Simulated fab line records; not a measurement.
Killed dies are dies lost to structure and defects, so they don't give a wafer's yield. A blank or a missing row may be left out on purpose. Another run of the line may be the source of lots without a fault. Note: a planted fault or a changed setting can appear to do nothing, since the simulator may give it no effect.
Matching of chambers -- flow nand harc -- NHARC_A_STAIRCASE_DEP_322 on pecvd-02: 3 sister chambers
The step deposits SiO2, target thk 3800 nm. 3 wafers are shown with their chamber, then 9 later ones without.

## EACH WAFER AND ITS CHAMBER
wafer,chamber,heater power outer w (W)
L082.3,1,451
L091.2,0,559
L091.6,2,304

## WAFERS WITH NO CHAMBER GIVEN
wafer,heater power outer w (W)
L093.3,542
L093.5,370
L093.6,437
L095.2,421
L095.4,372
L095.5,310
L097.3,528
L097.4,308
L097.6,378

## THE CHAMBER EACH PASSED THROUGH
wafer,from the rows above,in truth
L093.3,can't be placed: 0 or 1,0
L093.5,can't be placed: 2 or 1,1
L093.6,1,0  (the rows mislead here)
L095.2,1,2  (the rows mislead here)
L095.4,can't be placed: 2 or 1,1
L095.5,2,2
L097.3,can't be placed: 0 or 1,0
L097.4,2,2
L097.6,can't be placed: 1 or 2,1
Placed correctly: 2 of 9. These rows do not allow placing 5 (true chamber among the candidates in 5). Placed wrongly: 2.
How it was worked out, from the rows above alone: a wafer's distance from a chamber is the root of the sum, over the readings, of the square of ((its reading less the chamber's mean) divided by the reading's scatter). The wafer belongs to the nearest chamber; if the next one is less than 2 further off, it can't be placed. A chamber's mean is the mean of its shown wafers. The scatter: root of mean squared gap, hidden wafer to nearest shown wafer, with one shown wafer a chamber.
